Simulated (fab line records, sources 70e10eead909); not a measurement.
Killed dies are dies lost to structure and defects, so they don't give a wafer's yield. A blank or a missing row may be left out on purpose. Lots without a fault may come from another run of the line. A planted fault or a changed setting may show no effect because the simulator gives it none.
fab line records | flow nand_harc
record lots=6 wafers=16 last_day=33
route steps=1302 shown A_DECK1_JOINT@541 A_ONON_D2@545
lots that met no fault: from a run of the same line without faults
start_h: hours from the record's first day to the start of the lot's first wafer shown | wait_h: hours since the lot's step before | " the same as in the row above | L1.1+2: a row that stands for several wafers | - no value, or no start given | * or withheld: withheld | < > ~ a bound
route shown NAME@n: a module of which the file shows steps, and the number in the route of the first | usual: mean/standard deviation of fault-free wafers | same: alike in all rows | chamber/n: place in a boat | sites: the reading at each site | _std_site: their standard deviation | _edge_site: outer sites' mean less inner sites' | radius_mm: how far each site lies from the wafer's centre | mask NAME#n: copy n | behind: the tool/chamber that last shaped the wafer | hold: why the lot was held/for how many hours/how that ended | device: the transistor (n, p or np) that didn't switch | end of line: the same wafers' tests at the end of the route | a step without rows: its recipe alone | killed: dies lost to structure and defects at the first sort, not the wafer's yield | map: a wafer's dies, x killed, . not, _ none there
set.NAME: the setting as run; set.NAME@STEP: as run at that earlier step | model.NAME: the simulator's own value behind a step, which no gauge read
lots at some steps of the route; a table a step, a row a wafer
services: from which hour (start_h, from the record's first day; less than 0 if before it) a tool's chamber was out of use, for how many hours, and why
## steps
# step NHARC_A_DECK1_JOINT_SRD_15
# step NHARC_A_DECK1_JOINT_DEP_16
# recipe target_thk_a=450 temp_c=400 pressure_torr=6.5 rf_w=900 teos_flow_sccm=161.4 flow_sccm=2650 target_thk_nm=45 gas=O2 material=SiO2
# usual chamber_pressure_Torr=6.500/0.014 heater_power_w=497/84 throttle_valve_pct=16.1/0.85
# columns lot.wafer tool chamber start_h wait_h chamber_pressure_Torr heater_power_w throttle_valve_pct
L180.3 pecvd-04 0 286.10 0.1 6.502 542 16.8
L180.1 " 1 " " 6.488 413 17.4
L180.2 " 2 " " 6.493 439 14.8
L188.2 pecvd-03 0 381.93 0.2 6.527 482 16.2
L188.4 " 0 " " 6.504 496 16.0
L188.5 " 1 " " 6.493 613 15.6
L194.1 pecvd-02 1 432.36 0.1 6.517 461 15.9
L194.6 " 1 " " 6.497 459 16.0
L194.4 " 0 " " 6.497 471 15.7
L195.2 pecvd-02 0 440.38 0.1 6.493 481 15.7
L195.6 " 0 " " 6.522 474 15.7
L196.6 pecvd-04 2 447.06 0.2 6.504 470 15.5
L196.4 " 0 " " 6.506 500 17.3
L200.1 pecvd-03 2 506.52 0.1 6.503 439 15.5
L200.3 " 2 " " 6.540 450 15.5
L200.4 " 0 " " 6.474 423 16.5
# step NHARC_A_DECK1_JOINT_THK_MEAS_17
# recipe thk_meas_gauge=ellipsometry
# usual thk_nm=45.1/1.1
# columns lot.wafer tool chamber start_h wait_h thk_nm
L180.1 film_metro-01 - 286.38 0.2 45.9
L180.2 " - " " 42.9
L180.3 " - " " 43.3
L188.2 film_metro-01 - 382.18 0.2 45.9
L188.4 " - " " 46.7
L188.5 " - " " 44.6
L194.1 film_metro-02 - 432.64 0.3 46.5
L194.4 " - " " 46.1
L194.6 " - " " 47.6
L195.2 film_metro-02 - 440.61 0.2 43.1
L195.6 " - " " 44.0
L196.4 film_metro-02 - 447.23 0.1 45.1
L196.6 " - " " 44.5
L200.1 film_metro-02 - 506.88 0.3 44.6
L200.3 " - " " 42.7
L200.4 " - " " 44.1
# step NHARC_A_DECK1_JOINT_INSPECT_05
# usual raw_defect_count=341/120
# columns lot.wafer tool chamber start_h wait_h raw_defect_count
L180.1 defect_inspect-01 - 286.41 0.0 342
L180.2 " - " " 292
L180.3 " - " " 351
L188.2 defect_inspect-01 - 388.10 5.9 195
L188.4 " - " " 305
L188.5 " - " " 349
L194.1 defect_inspect-01 - 432.68 0.0 214
L194.4 " - " " 230
L194.6 " - " " 350
L195.2 defect_inspect-01 - 440.64 0.0 478
L195.6 " - " " 208
L196.4 defect_inspect-02 - 447.27 0.0 530
L196.6 " - " " 271
L200.1 defect_inspect-02 - 506.92 0.0 263
L200.3 " - " " 241
L200.4 " - " " 212
# step NHARC_A_ONON_D2_DEP_00
# recipe target_thk_a=10000 n2_flow_sccm=2750 n2o_flow_sccm=2000 nh3_flow_sccm=500 sih4_flow_sccm=210 temp_c=400
# step NHARC_A_ONON_D2_THK_MEAS_02
# recipe thk_meas_gauge=ellipsometry
# usual thk_nm=1002/9.6
# columns lot.wafer tool chamber start_h wait_h thk_nm
L180.1 film_metro-01 - 286.99 - 1000
L180.2 " - " " 1001
L180.3 " - " " 1000
L188.2 film_metro-01 - 388.70 - 1000
L188.4 " - " " 998
L188.5 " - " " 999
L194.1 film_metro-01 - 433.26 - 1005
L194.4 " - " " 1006
L194.6 " - " " 1005
L195.2 film_metro-01 - 441.22 - 1007
L195.6 " - " " 1006
L196.4 film_metro-01 - 447.84 - 999
L196.6 " - " " 1000
L200.1 film_metro-02 - 507.49 - 1001
L200.3 " - " " 1001
L200.4 " - " " 1002
# step NHARC_A_ONON_D2_DEP_03
# recipe target_thk_a=10000 n2_flow_sccm=2750 n2o_flow_sccm=2000 nh3_flow_sccm=500 sih4_flow_sccm=210 temp_c=400
# step NHARC_A_ONON_D2_THK_MEAS_05
# recipe thk_meas_gauge=ellipsometry
# usual thk_nm=1002/9.8
# columns lot.wafer tool chamber start_h wait_h thk_nm
L180.1 film_metro-02 - 287.56 - 1002
L180.2 " - " " 1003
L180.3 " - " " 1004
L188.2 film_metro-01 - 389.26 - 1018
L188.4 " - " " 1021
L188.5 " - " " 1019
L194.1 film_metro-02 - 433.82 - 1004
L194.4 " - " " 1005
L194.6 " - " " 1005
L195.2 film_metro-01 - 441.79 - 984
L195.6 " - " " 984
L196.4 film_metro-01 - 448.40 - 1003
L196.6 " - " " 1003
L200.1 film_metro-01 - 508.09 - 998
L200.3 " - " " 998
L200.4 " - " " 999
# step NHARC_A_ONON_D2_DEP_06
# recipe target_thk_a=10000 n2_flow_sccm=2750 n2o_flow_sccm=2000 nh3_flow_sccm=500 sih4_flow_sccm=210 temp_c=400
# step NHARC_A_ONON_D2_THK_MEAS_08
# recipe thk_meas_gauge=ellipsometry
# usual thk_nm=1000/11
# columns lot.wafer tool chamber start_h wait_h thk_nm
L180.1 film_metro-01 - 288.12 - 1007
L180.2 " - " " 1006
L180.3 " - " " 1009
L188.2 film_metro-01 - 389.83 - 1015
L188.4 " - " " 1014
L188.5 " - " " 1014
L194.1 film_metro-02 - 434.38 - 983
L194.4 " - " " 981
L194.6 " - " " 981
L195.2 film_metro-01 - 442.35 - 987
L195.6 " - " " 983
L196.4 film_metro-02 - 448.98 - 1013
L196.6 " - " " 1013
L200.1 film_metro-02 - 508.65 - 1013
L200.3 " - " " 1015
L200.4 " - " " 1014
# step NHARC_A_ONON_D2_DEP_09
# recipe target_thk_a=10000 n2_flow_sccm=2750 n2o_flow_sccm=2000 nh3_flow_sccm=500 sih4_flow_sccm=210 temp_c=400
# step NHARC_A_ONON_D2_THK_MEAS_11
# recipe thk_meas_gauge=ellipsometry
# usual thk_nm=997/11
# columns lot.wafer tool chamber start_h wait_h thk_nm
L180.1 film_metro-01 - 288.69 - 977
L180.2 " - " " 978
L180.3 " - " " 979
L188.2 film_metro-02 - 390.39 - 987
L188.4 " - " " 985
L188.5 " - " " 986
L194.1 film_metro-02 - 435.08 - 983
L194.4 " - " " 983
L194.6 " - " " 981
L195.2 film_metro-02 - 442.91 - 992
L195.6 " - " " 990
L196.4 film_metro-01 - 449.54 - 990
L196.6 " - " " 993
L200.1 film_metro-02 - 509.22 - 990
L200.3 " - " " 987
L200.4 " - " " 989
# step NHARC_A_ONON_D2_DEP_12
# recipe target_thk_a=10000 n2_flow_sccm=2750 n2o_flow_sccm=2000 nh3_flow_sccm=500 sih4_flow_sccm=210 temp_c=400
# columns lot.wafer tool chamber start_h wait_h
L180.1+2+3 pecvd_onon-03 0 288.74 0.1
L188.2+4+5 pecvd_onon-04 0 390.50 0.1
L194.1+4+6 pecvd_onon-01 0 435.14 0.1
L195.2+6 pecvd_onon-04 0 443.14 0.2
L196.4+6 pecvd_onon-04 0 449.77 0.2
L200.1+3+4 pecvd_onon-04 0 509.27 0.1
# step NHARC_A_ONON_D2_THK_MEAS_14
# recipe thk_meas_gauge=ellipsometry
# usual thk_nm=1001/8.8
# columns lot.wafer tool chamber start_h wait_h thk_nm
L180.1 film_metro-01 - 289.25 - 1019
L180.2 " - " " 1017
L180.3 " - " " 1020
L188.2 film_metro-01 - 390.96 - 1009
L188.4 " - " " 1007
L188.5 " - " " 1007
L194.1 film_metro-02 - 435.65 - 990
L194.4 " - " " 990
L194.6 " - " " 987
L195.2 film_metro-01 - 443.59 - 1543
L195.6 " - " " 994
L196.4 film_metro-01 - 450.11 - 1540
L196.6 " - " " 991
L200.1 film_metro-02 - 509.79 - 980
L200.3 " - " " 978
L200.4 " - " " 978
# step NHARC_A_ONON_D2_ANNEAL_15
# recipe temp_c=750 time_s=3600
## services
# columns tool chamber start_h hours kind
pecvd-04 - 269.12 13.0 pm
pecvd-04 0 269.12 13.0 vent_cycle
pecvd_onon-01 - 269.37 13.0 pm
pecvd-02 - 288.49 1.5 repair
pecvd_onon-04 - 311.33 13.0 pm
pecvd-02 - 333.72 3.4 repair
pecvd-04 - 348.03 1.6 repair
pecvd-04 2 365.11 5.7 repair
pecvd-03 - 366.33 13.0 pm
pecvd-03 0 366.33 13.0 vent_cycle
pecvd-03 1 366.33 13.0 vent_cycle
pecvd-03 2 366.33 13.0 vent_cycle
pecvd-04 - 371.36 0.7 repair
pecvd-03 0 379.33 - clean
pecvd-03 1 379.33 - clean
pecvd-03 2 379.33 - clean
pecvd-03 0 398.87 3.1 repair
pecvd_onon-03 - 408.02 13.0 pm
pecvd-02 - 408.23 13.0 pm
pecvd-02 0 433.99 2.5 repair
pecvd-04 - 450.12 13.0 pm
pecvd_onon-01 - 450.37 13.0 pm
pecvd_onon-04 - 492.33 13.0 pm
pecvd-03 1 499.86 20.1 repair
## key
first_sign step=NHARC_A_ONON_D2_THK_MEAS_14 reading=thk_nm direction=up sigmas=61 usual=1001 struck=1541
effect none on later readings
met_at NHARC_A_ONON_D2_DEP_12
struck_wafers L195.2,L196.4
later_rows_left_out L195.2,L196.4
sort_left_out L195.2,L196.4
tester_left_out L195,L196
onset_between 390.50 443.14
fault kind=process_parameter_drift tool=pecvd_onon-04 chamber=- onset_h=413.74 steps=NHARC_A_ONON_D2_DEP_12 channel=target_thk_a offset=* shape=step end_h=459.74 scope=struck_wafers_only acts_in=* stated=*
# tester_left_out: of these lots the tester's yield and bins aren't shown, on N5 and GAA mostly nor the transistor test; their killed dies are dies lost to structure and defects alone, not to doping, threshold or leakage, so they don't give the yield
# sort_left_out: the simulated sort isn't trusted on such a fault, so these wafers' sort isn't shown, and their yield isn't known
# later_rows_left_out: the simulator's readings of these wafers behind a module that went badly wrong aren't trusted and aren't shown, but for the sort
